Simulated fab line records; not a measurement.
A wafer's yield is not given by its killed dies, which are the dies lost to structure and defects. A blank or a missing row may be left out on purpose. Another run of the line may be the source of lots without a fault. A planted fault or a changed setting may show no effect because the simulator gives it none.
Which tool was responsible? -- flow n5_finfet -- Sampling: 9 lots, 27 wafers, 3 of 1938 route steps

## WHAT THE GAUGES SHOWED, per wafer
N5_MOL_CONTACT_COAG_CD_MEAS_137: the cd target is 16 nm.
lot,measured,on,cd_nm (nm)
L386,day 6 10:44,cd_sem-02,15.2 15.3 16.2
L396,day 9 05:00,cd_sem-03,15.8 15.7 15.9
L398,day 9 16:52,cd_sem-03,17.2 16.9 16.7
L399,day 9 17:13,cd_sem-01,16.4 17.5 17.3
L400,day 9 20:49,cd_sem-02,16.3 15.7 15.5
L401,day 10 01:44,cd_sem-01,16.2 15.9 16.6
L402,day 10 10:35,cd_sem-03,15.9 15.6 16.1
L403,day 10 18:58,cd_sem-02,15.9 15.5 16.1
L404,day 10 20:44,cd_sem-02,16.0 16.4 15.5

## WHICH TOOL RAN EACH LOT (tool, then ch and the chambers of the sampled wafers, then the start)
lot,N5_MOL_CONTACT_COAG_ETCH_91,N5_MOL_CONTACT_COAG_ETCH_47
L386,"rie_diel-04 ch 0,2,3, day 6 10:19","rie_diel-04 ch 0,2,3, day 6 10:32"
L396,"rie_diel-04 ch 1,2,3, day 9 04:13","rie_diel-04 ch 1,2,3, day 9 04:27"
L398,"rie_diel-04 ch 0,1, day 9 16:24","rie_diel-04 ch 0,1, day 9 16:38"
L399,"rie_diel-04 ch 0,2,3, day 9 16:45","rie_diel-04 ch 0,2,3, day 9 16:59"
L400,"rie_diel-01 ch 0,1,2, day 9 20:22","rie_diel-01 ch 0,1,2, day 9 20:35"
L401,"rie_diel-02 ch 1,2,3, day 10 01:17","rie_diel-02 ch 1,2,3, day 10 01:31"
L402,"rie_diel-01 ch 0,1,2, day 10 10:08","rie_diel-01 ch 0,1,2, day 10 10:22"
L403,"rie_diel-01 ch 0,1,2, day 10 18:30","rie_diel-01 ch 0,1,2, day 10 18:44"
L404,"rie_diel-02 ch 2,3, day 10 20:17","rie_diel-02 ch 2,3, day 10 20:31"
- N5_MOL_CONTACT_COAG_ETCH_91: etches SOC in N2/H2, target depth 60 nm, overetch 21 nm, time 101.2 s.
- N5_MOL_CONTACT_COAG_ETCH_47: etches SiNx in CH3F/O2, stops on W, target depth 27 nm.

## THE ANSWER, worked out from the rows above alone
Rule: the lots themselves supply what counts as usual. Put in order of their means at a reading, lots are off if they are a third of the lots or fewer, leave a main group of 4 or more, and stand apart from it by a gap of 3 or more times the standard deviation of the main group's means; of several such gaps the widest counts. Not used: any main group whose means are identical at the precision the tables above print for the reading. Also off: a lot with no number at a reading for which 4 or more lots have one. All remaining lots with rows at the step are treated as sound.
Off, at N5_MOL_CONTACT_COAG_CD_MEAS_137 on cd_nm: L398, L399. Mean 15.9 nm and standard deviation 0.19 in the main group.
A tool fits if, at a process step before that reading, it ran every lot that is off, and no sound lot after the first of them. Gauges at N5_MOL_CONTACT_COAG_CD_MEAS_137: tried the same way as those tools. One fits: rie_diel-04 at N5_MOL_CONTACT_COAG_ETCH_91 and N5_MOL_CONTACT_COAG_ETCH_47. At N5_MOL_CONTACT_COAG_ETCH_91 its last sound lot is L396 (day 9 04:13), its first lot that is off L398 (day 9 16:24): a fault that began between those two fits.

## WHAT THE SIMULATOR HAD INSERTED
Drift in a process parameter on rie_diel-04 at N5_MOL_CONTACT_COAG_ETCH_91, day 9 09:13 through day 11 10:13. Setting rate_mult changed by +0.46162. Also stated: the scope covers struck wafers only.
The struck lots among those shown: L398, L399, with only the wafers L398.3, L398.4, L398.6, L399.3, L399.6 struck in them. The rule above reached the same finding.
